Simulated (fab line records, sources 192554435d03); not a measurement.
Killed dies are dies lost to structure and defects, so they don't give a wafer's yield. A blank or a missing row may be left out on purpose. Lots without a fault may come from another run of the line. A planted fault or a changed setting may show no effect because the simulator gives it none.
fab line records | flow n5_finfet
record lots=24 wafers=72 last_day=21
route steps=1938 shown GATE_CUT@487 MOL_CONTACT_COAG@527
lots that met no fault: from a run of the same line without faults
start_h: hours from the record's first day to the start of the lot's first wafer shown | wait_h: hours since the lot's step before | " the same as in the row above | L1.1+2: a row that stands for several wafers | - no value, or no start given | * or withheld: withheld | < > ~ a bound
route shown NAME@n: a module of which the file shows steps, and the number in the route of the first | usual: mean/standard deviation of fault-free wafers | same: alike in all rows | chamber/n: place in a boat | sites: the reading at each site | _std_site: their standard deviation | _edge_site: outer sites' mean less inner sites' | radius_mm: how far each site lies from the wafer's centre | mask NAME#n: copy n | behind: the tool/chamber that last shaped the wafer | hold: why the lot was held/for how many hours/how that ended | device: the transistor (n, p or np) that didn't switch | end of line: the same wafers' tests at the end of the route | a step without rows: its recipe alone | killed: dies lost to structure and defects at the first sort, not the wafer's yield | map: a wafer's dies, x killed, . not, _ none there
set.NAME: the setting as run; set.NAME@STEP: as run at that earlier step | model.NAME: the simulator's own value behind a step, which no gauge read
steps of the route over a sample of lots; a table a step, a row a wafer
services: from which hour (start_h, from the record's first day; less than 0 if before it) a tool's chamber was out of use, for how many hours, and why
## steps
# step N5_GATE_CUT_CD_MEAS_13
# recipe target_cd_nm=20 landing_energy_ev=500 detector=se_inlens
# usual cd_nm=20.0/0.31
# columns lot.wafer tool chamber start_h wait_h cd_nm
L074.3 cd_sem-03 0 84.32 - 20.3
L074.4 " 0 " " 20.3
L074.6 " 0 " " 19.9
L075.1 cd_sem-01 0 89.08 - 19.9
L075.3 " 0 " " 19.8
L075.6 " 0 " " 20.1
L076.1 cd_sem-02 0 95.22 - 20.2
L076.4 " 0 " " 20.4
L076.6 " 0 " " 20.2
L077.3 cd_sem-02 0 104.06 - 20.2
L077.5 " 0 " " 20.1
L077.6 " 0 " " 19.9
L078.2 cd_sem-01 0 112.18 - 20.4
L078.4 " 0 " " 20.4
L078.6 " 0 " " 20.4
L079.2 cd_sem-03 0 118.08 - 20.0
L079.3 " 0 " " 20.0
L079.4 " 0 " " 19.8
L080.2 cd_sem-01 0 127.68 - 20.4
L080.3 " 0 " " 19.7
L080.5 " 0 " " 20.0
L081.1 cd_sem-02 0 134.00 - 20.1
L081.2 " 0 " " 19.7
L081.5 " 0 " " 19.5
L082.2 cd_sem-01 0 136.33 - 19.6
L082.5 " 0 " " 20.0
L082.6 " 0 " " 19.7
L083.2 cd_sem-01 0 138.72 - 19.8
L083.3 " 0 " " 19.6
L083.4 " 0 " " 19.6
L084.2 cd_sem-02 0 144.49 - 20.4
L084.4 " 0 " " 20.1
L084.5 " 0 " " 19.8
L085.1 cd_sem-03 0 148.10 - 19.5
L085.2 " 0 " " 20.1
L085.3 " 0 " " 20.0
L086.3 cd_sem-01 0 154.76 - 20.2
L086.4 " 0 " " 19.8
L086.5 " 0 " " 20.3
L087.2 cd_sem-03 0 160.39 - 20.0
L087.3 " 0 " " 19.8
L087.5 " 0 " " 20.4
L088.3 cd_sem-01 0 165.42 - 20.3
L088.5 " 0 " " 20.2
L088.6 " 0 " " 20.0
L089.2 cd_sem-02 0 170.88 - 19.4
L089.4 " 0 " " 19.9
L089.6 " 0 " " 19.6
L090.2 cd_sem-03 0 177.32 - 20.2
L090.4 " 0 " " 20.2
L090.5 " 0 " " 20.5
L091.1 cd_sem-03 0 183.60 - 20.2
L091.2 " 0 " " 20.1
L091.4 " 0 " " 20.3
L092.1 cd_sem-03 0 194.73 - 19.9
L092.4 " 0 " " 20.5
L092.6 " 0 " " 20.3
L093.1 cd_sem-02 0 196.63 - 20.4
L093.5 " 0 " " 20.2
L093.6 " 0 " " 20.7
L094.2 cd_sem-02 0 207.95 - 19.8
L094.3 " 0 " " 19.9
L094.4 " 0 " " 19.8
L095.2 cd_sem-03 0 210.14 - 20.0
L095.3 " 0 " " 20.2
L095.5 " 0 " " 20.3
L096.2 cd_sem-01 0 215.10 - 19.9
L096.3 " 0 " " 20.4
L096.4 " 0 " " 20.0
L097.1 cd_sem-02 0 221.75 - 19.5
L097.2 " 0 " " 19.6
L097.4 " 0 " " 20.4
# step N5_GATE_CUT_CUT_ETCH_54
# recipe chemistry=Cl2/BCl3 target=TiN mask_material=SiO2 target_depth_a=967 pressure_mtorr=10 icp_w=1000 bias_w=126 Cl2_flow_sccm=53.25 bcl3_flow_sccm=21.75 Ar_flow_sccm=25 ends=cleared
# usual bias_w=125.9/0.4 drypump_motor_current_A=5.8/0.39 etch_rf_on_time_s=35.7/1.2 mfc_cl2_sccm=53.27/0.16 oes_product_au=0.63/0.076 throttle_valve_pct=22.34/0.24
# columns lot.wafer tool chamber start_h wait_h bias_w drypump_motor_current_A etch_rf_on_time_s mfc_cl2_sccm oes_product_au rf_hours_counter_h throttle_valve_pct
L074.3 rie_metal-03 0 84.91 0.0 125.5 5.7 33.7 53.21 0.74 - 21.88
L074.4 " 1 " " 125.6 5.7 36.8 53.27 0.69 - 22.22
L074.6 " 1 " " 126.0 5.6 36.7 53.31 0.69 - 22.20
L075.1 rie_metal-03 1 89.65 0.0 126.0 5.7 37.0 53.31 0.69 56 22.22
L075.3 " 0 " " 124.9 5.7 34.4 53.16 0.74 - 21.90
L075.6 " 1 " " 126.3 5.6 36.8 53.28 0.68 - 22.23
L076.1 rie_metal-02 1 95.80 0.0 126.6 6.0 35.2 52.96 0.57 116 22.37
L076.4 " 1 " " 126.7 6.0 34.7 53.39 0.57 - 22.37
L076.6 " 0 " " 126.2 6.1 37.9 53.32 0.63 - 22.74
L077.3 rie_metal-02 0 104.65 0.0 125.6 6.1 37.5 53.30 0.63 - 22.74
L077.5 " 0 " " 125.8 6.1 37.3 53.34 0.64 - 22.72
L077.6 " 1 " " 126.5 6.0 34.8 53.25 0.57 - 22.35
L078.2 rie_metal-02 0 112.75 0.0 126.5 6.1 37.1 53.27 0.63 69 22.73
L078.4 " 1 " " 125.8 6.1 34.8 53.46 0.57 - 22.36
L078.6 " 0 " " 126.6 6.2 37.0 53.15 0.64 - 22.73
L079.2 rie_metal-03 0 119.86 0.0 126.7 5.8 33.9 53.67 0.74 38 21.90
L079.3 " 0 " " 126.6 5.7 34.0 53.29 0.74 - 21.90
L079.4 " 1 " " 126.1 5.6 36.7 53.15 0.68 - 22.23
L080.2 rie_metal-01 1 128.25 0.0 125.8 5.9 36.4 53.46 0.56 124 22.40
L080.3 " 1 " " 126.0 5.9 36.5 53.35 0.55 - 22.42
L080.5 " 0 " " 125.8 5.0 34.8 53.12 0.74 - 22.15
L081.1 rie_metal-01 1 134.60 0.1 125.6 5.9 36.9 53.29 0.55 124 22.42
L081.2 " 0 " " 126.4 5.0 35.0 53.17 0.75 32 22.14
L081.5 " 1 " " 126.0 5.9 36.2 53.28 0.56 - 22.40
L082.2 rie_metal-03 1 136.91 0.0 125.9 5.6 36.5 53.58 0.68 58 22.23
L082.5 " 0 " " 125.4 5.8 34.3 53.01 0.73 - 21.91
L082.6 " 1 " " 125.8 5.7 36.7 53.34 0.68 - 22.26
L083.2 rie_metal-02 1 139.29 0.0 125.8 6.0 35.0 53.29 0.56 118 22.39
L083.3 " 1 " " 125.3 6.0 35.3 53.27 0.56 - 22.39
L083.4 " 0 " " 126.3 6.2 37.2 53.40 0.63 - 22.74
L084.2 rie_metal-02 0 145.06 0.0 125.8 6.1 37.2 53.38 0.64 71 22.74
L084.4 " 0 " " 125.9 6.1 37.4 53.10 0.62 - 22.72
L084.5 " 0 " " 126.5 6.2 37.2 53.19 0.63 - 22.72
L085.1 rie_metal-01 1 148.69 0.1 125.5 5.9 36.0 53.06 0.55 125 22.39
L085.2 " 0 " " 126.1 5.0 34.9 53.20 0.74 33 22.13
L085.3 " 0 " " 126.3 5.0 34.4 53.07 0.75 - 22.12
L086.3 rie_metal-02 0 155.38 0.0 125.6 6.1 37.6 53.43 0.63 - 22.75
L086.4 " 1 " " 126.2 6.0 35.1 53.17 0.56 - 22.38
L086.5 " 1 " " 126.1 6.0 35.0 53.12 0.56 - 22.36
L087.2 rie_metal-01 0 160.97 0.0 126.1 5.0 34.8 53.38 0.74 33 22.15
L087.3 " 0 " " 126.3 5.0 34.6 53.35 0.74 - 22.14
L087.5 " 1 " " 125.8 5.9 36.8 53.28 0.54 - 22.41
L088.3 rie_metal-02 1 166.01 0.0 125.7 6.0 34.8 53.25 0.57 - 22.39
L088.5 " 0 " " 125.5 6.2 37.3 53.60 0.63 - 22.73
L088.6 " 1 " " 126.1 6.0 35.0 53.24 0.56 - 22.37
L089.2 rie_metal-02 1 171.47 0.0 126.2 6.0 35.2 53.13 0.56 120 22.40
L089.4 " 1 " " 125.8 6.0 34.9 53.08 0.56 - 22.37
L089.6 " 1 " " 125.7 6.0 34.8 53.05 0.56 - 22.36
L090.2 rie_metal-02 0 177.92 0.1 125.8 6.1 37.0 53.39 0.63 73 22.73
L090.4 " 1 " " 125.4 6.0 34.5 53.20 0.57 - 22.37
L090.5 " 1 " " 125.9 6.0 34.5 52.91 0.56 - 22.39
L091.1 rie_metal-01 0 184.18 0.0 126.1 5.0 34.4 53.21 0.75 34 22.12
L091.2 " 1 " " 126.5 5.9 36.6 53.65 0.55 127 22.41
L091.4 " 1 " " 126.1 5.9 36.6 53.24 0.54 - 22.42
L092.1 rie_metal-01 0 195.47 0.0 125.6 5.0 34.4 53.19 0.74 35 22.13
L092.4 " 1 " " 126.2 5.9 36.6 53.03 0.54 - 22.41
L092.6 " 1 " " 126.3 5.9 36.2 53.16 0.55 - 22.41
L093.1 rie_metal-03 0 197.21 0.0 125.6 5.8 34.5 53.12 0.72 41 21.91
L093.5 " 0 " " 125.8 5.8 34.6 53.14 0.72 - 21.90
L093.6 " 1 " " 125.2 5.6 36.7 53.56 0.68 - 22.25
L094.2 rie_metal-02 1 208.65 0.1 125.5 6.0 34.8 53.58 0.56 - 22.39
L094.3 " 1 " " 125.9 6.0 35.1 53.48 0.56 - 22.40
L094.4 " 1 " " 126.0 6.1 34.8 53.37 0.56 - 22.38
L095.2 rie_metal-02 1 210.80 0.1 126.0 6.1 34.9 53.24 0.56 - 22.39
L095.3 " 1 " " 126.1 6.0 35.1 53.20 0.56 - 22.39
L095.5 " 1 " " 125.9 6.0 34.6 53.38 0.56 - 22.38
L096.2 rie_metal-02 1 215.76 0.1 126.5 6.0 34.9 53.43 0.56 - 22.38
L096.3 " 1 " " 126.5 6.1 34.7 53.18 0.56 - 22.37
L096.4 " 1 " " 126.1 6.0 35.2 53.23 0.55 - 22.38
L097.1 rie_metal-01 0 222.39 0.1 126.0 5.0 35.2 53.17 0.73 37 22.13
L097.2 " 0 " " 125.7 5.0 35.0 53.32 0.73 - 22.13
L097.4 " 0 " " 125.8 5.0 35.1 53.21 0.73 - 22.16
# step N5_GATE_CUT_ETCH_47
# recipe chemistry=Cl2/BCl3 target=SiO2 target_depth_a=100 pressure_mtorr=10 icp_w=1000 bias_w=126 Cl2_flow_sccm=53.25 bcl3_flow_sccm=21.75 Ar_flow_sccm=25
# usual bias_w=126.0/0.39 drypump_motor_current_A=5.8/0.39 mfc_cl2_sccm=53.26/0.18 oes_product_au=0.69/0.082 throttle_valve_pct=22.89/0.23
# columns lot.wafer tool chamber start_h wait_h bias_w drypump_motor_current_A mfc_cl2_sccm oes_product_au rf_hours_counter_h throttle_valve_pct
L074.3 rie_metal-03 0 84.99 0.0 125.9 5.8 53.22 0.80 - 22.47
L074.4 " 1 " " 125.9 5.6 53.27 0.77 - 22.75
L074.6 " 1 " " 125.8 5.6 53.64 0.77 - 22.75
L075.1 rie_metal-03 1 89.74 0.0 125.2 5.6 53.49 0.77 56 22.77
L075.3 " 0 " " 125.6 5.7 53.29 0.81 - 22.46
L075.6 " 1 " " 126.0 5.6 53.60 0.77 - 22.75
L076.1 rie_metal-02 1 95.89 0.0 126.0 6.0 53.39 0.61 116 22.92
L076.4 " 1 " " 126.0 6.0 53.42 0.61 - 22.92
L076.6 " 0 " " 126.5 6.1 52.86 0.70 - 23.26
L077.3 rie_metal-02 0 104.73 0.0 125.9 6.2 53.18 0.70 - 23.26
L077.5 " 0 " " 125.9 6.1 53.44 0.70 - 23.25
L077.6 " 1 " " 126.7 6.0 53.05 0.61 - 22.92
L078.2 rie_metal-02 0 112.84 0.0 126.4 6.2 53.47 0.69 69 23.27
L078.4 " 1 " " 125.6 6.0 53.13 0.61 - 22.92
L078.6 " 0 " " 126.1 6.2 53.54 0.70 - 23.26
L079.2 rie_metal-03 0 119.95 0.0 126.3 5.7 53.17 0.81 38 22.50
L079.3 " 0 " " 125.2 5.8 53.38 0.81 - 22.47
L079.4 " 1 " " 126.3 5.7 53.04 0.77 - 22.76
L080.2 rie_metal-01 1 128.34 0.0 125.8 5.9 53.05 0.62 124 22.95
L080.3 " 1 " " 126.2 5.9 53.07 0.62 - 22.94
L080.5 " 0 " " 126.0 5.0 53.27 0.79 - 22.69
L081.1 rie_metal-01 1 134.72 0.0 125.6 5.9 53.49 0.61 124 22.95
L081.2 " 0 " " 125.7 5.0 53.01 0.80 32 22.70
L081.5 " 1 " " 125.7 5.9 53.24 0.62 - 22.94
L082.2 rie_metal-03 1 137.00 0.0 126.7 5.7 53.29 0.77 58 22.76
L082.5 " 0 " " 125.7 5.8 53.24 0.79 - 22.47
L082.6 " 1 " " 126.3 5.7 53.11 0.78 - 22.76
L083.2 rie_metal-02 1 139.38 0.0 126.5 6.0 53.47 0.61 118 22.92
L083.3 " 1 " " 126.4 6.0 53.14 0.61 - 22.93
L083.4 " 0 " " 125.9 6.1 53.23 0.69 - 23.26
L084.2 rie_metal-02 0 145.15 0.0 125.4 6.1 53.30 0.71 71 23.27
L084.4 " 0 " " 125.6 6.1 53.08 0.69 - 23.26
L084.5 " 0 " " 125.7 6.1 53.33 0.70 - 23.27
L085.1 rie_metal-01 1 148.81 0.0 126.4 5.9 53.08 0.61 125 22.95
L085.2 " 0 " " 126.1 5.0 53.75 0.80 33 22.70
L085.3 " 0 " " 126.0 5.0 53.43 0.79 - 22.69
L086.3 rie_metal-02 0 155.46 0.0 126.5 6.1 52.79 0.69 - 23.25
L086.4 " 1 " " 125.7 6.0 53.04 0.60 - 22.94
L086.5 " 1 " " 125.8 6.0 53.00 0.60 - 22.93
L087.2 rie_metal-01 0 161.06 0.0 126.2 5.0 53.45 0.79 33 22.70
L087.3 " 0 " " 126.5 5.0 53.16 0.80 - 22.72
L087.5 " 1 " " 126.2 5.9 53.25 0.61 - 22.94
L088.3 rie_metal-02 1 166.09 0.0 124.9 6.1 53.13 0.60 - 22.92
L088.5 " 0 " " 125.9 6.1 53.17 0.69 - 23.26
L088.6 " 1 " " 125.5 6.1 53.50 0.60 - 22.93
L089.2 rie_metal-02 1 171.56 0.0 126.2 6.0 53.18 0.61 120 22.94
L089.4 " 1 " " 126.0 6.0 52.93 0.61 - 22.94
L089.6 " 1 " " 126.1 6.0 53.16 0.62 - 22.93
L090.2 rie_metal-02 0 178.04 0.0 126.6 6.2 53.32 0.68 73 23.28
L090.4 " 1 " " 125.5 6.1 53.12 0.60 - 22.94
L090.5 " 1 " " 126.1 6.0 53.20 0.61 - 22.94
L091.1 rie_metal-01 0 184.27 0.0 125.6 5.0 53.40 0.79 35 22.69
L091.2 " 1 " " 126.0 5.9 53.29 0.61 127 22.94
L091.4 " 1 " " 125.9 5.9 53.52 0.62 - 22.94
L092.1 rie_metal-01 0 195.56 0.0 126.0 5.0 53.37 0.79 35 22.71
L092.4 " 1 " " 125.6 5.9 53.27 0.61 - 22.96
L092.6 " 1 " " 125.9 5.9 53.39 0.61 - 22.95
L093.1 rie_metal-03 0 197.30 0.0 125.6 5.7 53.19 0.79 41 22.47
L093.5 " 0 " " 125.9 5.7 53.21 0.79 - 22.49
L093.6 " 1 " " 125.9 5.7 53.42 0.76 - 22.76
L094.2 rie_metal-02 1 208.82 0.1 126.2 6.0 53.43 0.60 - 22.94
L094.3 " 1 " " 126.4 6.0 53.45 0.61 - 22.91
L094.4 " 1 " " 126.5 6.0 53.52 0.60 - 22.94
L095.2 rie_metal-02 1 210.97 0.1 125.7 6.0 53.46 0.60 - 22.94
L095.3 " 1 " " 126.0 6.1 53.33 0.60 - 22.92
L095.5 " 1 " " 126.3 6.0 53.48 0.60 - 22.95
L096.2 rie_metal-02 1 215.93 0.1 126.1 6.0 53.44 0.60 - 22.95
L096.3 " 1 " " 126.1 6.0 53.29 0.60 - 22.95
L096.4 " 1 " " 125.5 6.0 53.17 0.59 - 22.93
L097.1 rie_metal-01 0 222.57 0.1 126.4 5.0 53.42 0.78 37 22.72
L097.2 " 0 " " 126.1 5.0 53.00 0.78 - 22.70
L097.4 " 0 " " 126.4 5.0 53.44 0.78 - 22.71
# step N5_MOL_CONTACT_COAG_OVL_MEAS_09
# recipe points_per_wafer=522
# usual CA_OVL=0.1/0.72
# same points_per_wafer=522
# columns lot.wafer tool chamber start_h wait_h CA_OVL[nm]
L074.3 overlay-01 0 88.77 0.0 -0.5
L074.4 " 0 " " 0.9
L074.6 " 0 " " 0.2
L075.1 overlay-01 0 92.90 0.0 -1.1
L075.3 " 0 " " -0.3
L075.6 " 0 " " 0.5
L076.1 overlay-02 0 99.20 0.0 0.7
L076.4 " 0 " " 0.6
L076.6 " 0 " " 0.2
L077.3 overlay-02 0 107.89 0.0 -0.3
L077.5 " 0 " " -0.7
L077.6 " 0 " " 0.4
L078.2 overlay-02 0 116.19 0.0 0.2
L078.4 " 0 " " 0.7
L078.6 " 0 " " -0.5
L079.2 overlay-01 0 123.45 0.0 1.0
L079.3 " 0 " " -0.2
L079.4 " 0 " " -0.2
L080.2 overlay-01 0 131.50 0.0 0.1
L080.3 " 0 " " 0.2
L080.5 " 0 " " -0.1
L081.1 overlay-01 0 138.03 0.0 -1.0
L081.2 " 0 " " -1.6
L081.5 " 0 " " -0.7
L082.2 overlay-01 0 140.27 0.0 0.0
L082.5 " 0 " " 0.5
L082.6 " 0 " " -0.1
L083.2 overlay-01 0 142.66 0.0 -1.3
L083.3 " 0 " " 0.1
L083.4 " 0 " " -0.9
L084.2 overlay-01 0 149.49 0.0 -0.2
L084.4 " 0 " " 0.2
L084.5 " 0 " " -1.2
L085.1 overlay-01 0 152.07 0.0 -0.2
L085.2 " 0 " " 0.6
L085.3 " 0 " " 0.4
L086.3 overlay-01 0 158.78 0.0 0.7
L086.4 " 0 " " 0.4
L086.5 " 0 " " 0.2
L087.2 overlay-01 0 164.34 0.0 0.9
L087.3 " 0 " " 1.3
L087.5 " 0 " " 0.5
L088.3 overlay-01 0 169.24 0.0 0.3
L088.5 " 0 " " -0.1
L088.6 " 0 " " -0.2
L089.2 overlay-01 0 174.83 0.0 -0.4
L089.4 " 0 " " 0.5
L089.6 " 0 " " 0.1
L090.2 overlay-01 0 181.42 0.0 -0.6
L090.4 " 0 " " -0.4
L090.5 " 0 " " 0.2
L091.1 overlay-01 0 187.95 0.0 -0.7
L091.2 " 0 " " -0.2
L091.4 " 0 " " 0.5
L092.1 overlay-01 0 198.71 0.0 -0.5
L092.4 " 0 " " -0.8
L092.6 " 0 " " 0.0
L093.1 overlay-01 0 200.57 0.0 1.0
L093.5 " 0 " " 1.9
L093.6 " 0 " " 1.4
L094.2 overlay-01 0 212.32 0.0 0.6
L094.3 " 0 " " 1.0
L094.4 " 0 " " 0.3
L095.2 overlay-01 0 214.36 0.0 0.1
L095.3 " 0 " " 0.0
L095.5 " 0 " " 0.7
L096.2 overlay-01 0 219.32 0.0 0.7
L096.3 " 0 " " -0.2
L096.4 " 0 " " 1.1
L097.1 overlay-01 0 226.84 0.0 0.1
L097.2 " 0 " " 0.0
L097.4 " 0 " " -0.2
# step N5_MOL_CONTACT_COAG_CO_FILL_22
# recipe material=Co target_thk_a=200 temp_c=200 precursor=CCTBA/H2 pressure_torr=30
# usual heater_power_outer_w=124/16 heater_power_w=247/29
# columns lot.wafer tool chamber start_h wait_h heater_power_outer_w heater_power_w
L074.3 cvd_co-01 0 92.61 0.2 100 209
L074.4 " 0 " " 102 213
L074.6 " 1 " " 129 259
L075.1 cvd_co-02 2 95.35 0.1 141 276
L075.3 " 1 " " 146 288
L075.6 " 0 " " 120 237
L076.1 cvd_co-01 1 101.36 0.1 131 255
L076.4 " 2 " " 117 241
L076.6 " 0 " " 97 209
L077.3 cvd_co-01 2 111.21 0.1 118 235
L077.5 " 2 " " 114 232
L077.6 " 1 " " 132 251
L078.2 cvd_co-01 0 119.18 0.1 99 209
L078.4 " 0 " " 98 210
L078.6 " 2 " " 119 239
L079.2 cvd_co-01 0 126.53 0.1 100 215
L079.3 " 2 " " 119 229
L079.4 " 0 " " 100 210
L080.2 cvd_co-01 0 134.74 0.1 100 212
L080.3 " 0 " " 100 209
L080.5 " 0 " " 102 212
L081.1 cvd_co-01 0 140.60 0.1 102 208
L081.2 " 1 " " 134 251
L081.5 " 1 " " 134 247
L082.2 cvd_co-01 0 143.62 0.1 102 211
L082.5 " 0 " " 100 207
L082.6 " 2 " " 117 233
L083.2 cvd_co-02 1 146.43 0.1 148 302
L083.3 " 0 " " 123 237
L083.4 " 1 " " 145 296
L084.2 cvd_co-02 2 151.51 0.1 139 277
L084.4 " 2 " " 139 273
L084.5 " 2 " " 137 278
L085.1 cvd_co-01 1 154.34 0.1 130 251
L085.2 " 2 " " 116 236
L085.3 " 0 " " 103 208
L086.3 cvd_co-01 2 162.58 0.1 117 237
L086.4 " 1 " " 129 248
L086.5 " 0 " " 101 216
L087.2 cvd_co-02 0 169.49 0.1 122 233
L087.3 " 1 " " 146 302
L087.5 " 0 " " 126 240
L088.3 cvd_co-02 2 172.27 0.1 138 277
L088.5 " 2 " " 140 272
L088.6 " 1 " " 149 297
L089.2 cvd_co-01 1 179.23 0.1 131 261
L089.4 " 2 " " 119 236
L089.6 " 1 " " 128 255
L090.2 cvd_co-01 1 183.34 0.1 131 253
L090.4 " 1 " " 131 253
L090.5 " 0 " " 102 204
L091.1 cvd_co-01 0 191.31 0.1 102 207
L091.2 " 1 " " 129 253
L091.4 " 0 " " 102 206
L092.1 cvd_co-01 2 202.41 0.1 117 238
L092.4 " 1 " " 132 258
L092.6 " 0 " " 102 215
L093.1 cvd_co-02 2 204.49 0.1 140 271
L093.5 " 2 " " 143 270
L093.6 " 1 " " 147 300
L094.2 cvd_co-02 1 216.47 0.1 146 296
L094.3 " 0 " " 125 238
L094.4 " 2 " " 139 269
L095.2 cvd_co-02 0 217.08 0.1 119 238
L095.3 " 2 " " 140 270
L095.5 " 2 " " 142 267
L096.2 cvd_co-02 0 222.22 0.1 123 239
L096.3 " 2 " " 142 277
L096.4 " 2 " " 142 265
L097.1 cvd_co-02 2 231.17 0.1 144 266
L097.2 " 0 " " 119 233
L097.4 " 2 " " 143 275
# step N5_MOL_CONTACT_COAG_OVL_MEAS_85
# recipe points_per_wafer=522
# usual VG_OVL=-0.5/0.7
# same points_per_wafer=522
# columns lot.wafer tool chamber start_h wait_h VG_OVL[nm]
L074.3 overlay-02 0 99.46 0.0 -0.8
L074.4 " 0 " " 0.5
L074.6 " 0 " " 0.0
L075.1 overlay-01 0 102.42 0.0 -0.8
L075.3 " 0 " " -1.2
L075.6 " 0 " " -1.4
L076.1 overlay-01 0 108.17 0.0 -1.5
L076.4 " 0 " " -0.9
L076.6 " 0 " " -0.9
L077.3 overlay-02 0 119.72 0.0 0.3
L077.5 " 0 " " -0.4
L077.6 " 0 " " -0.1
L078.2 overlay-01 0 125.59 0.0 1.4
L078.4 " 0 " " 0.5
L078.6 " 0 " " 1.0
L079.2 overlay-01 0 133.65 0.0 -2.1
L079.3 " 0 " " -2.0
L079.4 " 0 " " -2.1
L080.2 overlay-01 0 143.45 0.0 -0.5
L080.3 " 0 " " 0.5
L080.5 " 0 " " 0.6
L081.1 overlay-01 0 147.91 0.0 0.4
L081.2 " 0 " " -1.4
L081.5 " 0 " " 0.2
L082.2 overlay-01 0 150.40 0.0 0.6
L082.5 " 0 " " 0.3
L082.6 " 0 " " -0.2
L083.2 overlay-01 0 154.39 0.0 -1.1
L083.3 " 0 " " -0.9
L083.4 " 0 " " -0.3
L084.2 overlay-01 0 158.34 0.0 -0.4
L084.4 " 0 " " 0.5
L084.5 " 0 " " -0.1
L085.1 overlay-01 0 162.85 0.0 -0.1
L085.2 " 0 " " 0.4
L085.3 " 0 " " -0.7
L086.3 overlay-01 0 170.54 0.8 -0.5
L086.4 " 0 " " -0.7
L086.5 " 0 " " -0.1
L087.2 overlay-01 0 176.05 0.0 -0.5
L087.3 " 0 " " -1.1
L087.5 " 0 " " -1.4
L088.3 overlay-01 0 177.98 0.0 -0.1
L088.5 " 0 " " -0.5
L088.6 " 0 " " 0.1
L089.2 overlay-01 0 186.37 0.0 0.1
L089.4 " 0 " " 0.6
L089.6 " 0 " " -0.4
L090.2 overlay-01 0 189.74 0.0 -0.2
L090.4 " 0 " " -0.3
L090.5 " 0 " " 0.1
L091.1 overlay-01 0 198.30 0.0 -0.3
L091.2 " 0 " " -0.8
L091.4 " 0 " " 0.0
L092.1 overlay-01 0 208.49 0.0 -0.8
L092.4 " 0 " " -0.8
L092.6 " 0 " " -0.4
L093.1 overlay-01 0 210.69 0.0 -0.1
L093.5 " 0 " " -0.9
L093.6 " 0 " " -1.0
L094.2 overlay-01 0 223.78 0.0 -0.3
L094.3 " 0 " " -0.3
L094.4 " 0 " " -0.3
L095.2 overlay-01 0 225.23 0.1 -1.4
L095.3 " 0 " " -0.8
L095.5 " 0 " " -1.0
L096.2 overlay-01 0 228.50 0.0 -0.8
L096.3 " 0 " " -0.9
L096.4 " 0 " " -0.8
L097.1 overlay-01 0 239.20 0.1 0.2
L097.2 " 0 " " 0.2
L097.4 " 0 " " 0.1
## services
# columns tool chamber start_h hours kind
rie_metal-03 - 87.47 0.3 repair
rie_metal-01 - 104.04 2.8 pm
cvd_co-02 - 108.26 6.9 pm
cvd_co-01 1 114.67 - clean
cvd_co-01 1 114.67 22.0 scheduled_down
cvd_co-01 1 114.67 22.0 vent_cycle
rie_metal-03 - 147.94 3.5 repair
cvd_co-01 - 149.42 2.8 pm
cvd_co-02 0 150.19 4.5 repair
cvd_co-01 2 182.14 16.5 repair
rie_metal-02 0 195.10 26.1 repair
rie_metal-01 1 207.18 - clean
rie_metal-01 1 207.18 17.1 scheduled_down
rie_metal-01 1 207.18 17.1 vent_cycle
rie_metal-02 1 225.00 - clean
rie_metal-02 1 225.00 18.0 scheduled_down
rie_metal-02 1 225.00 18.0 vent_cycle
rie_metal-02 - 229.43 0.2 repair
## key
fault none
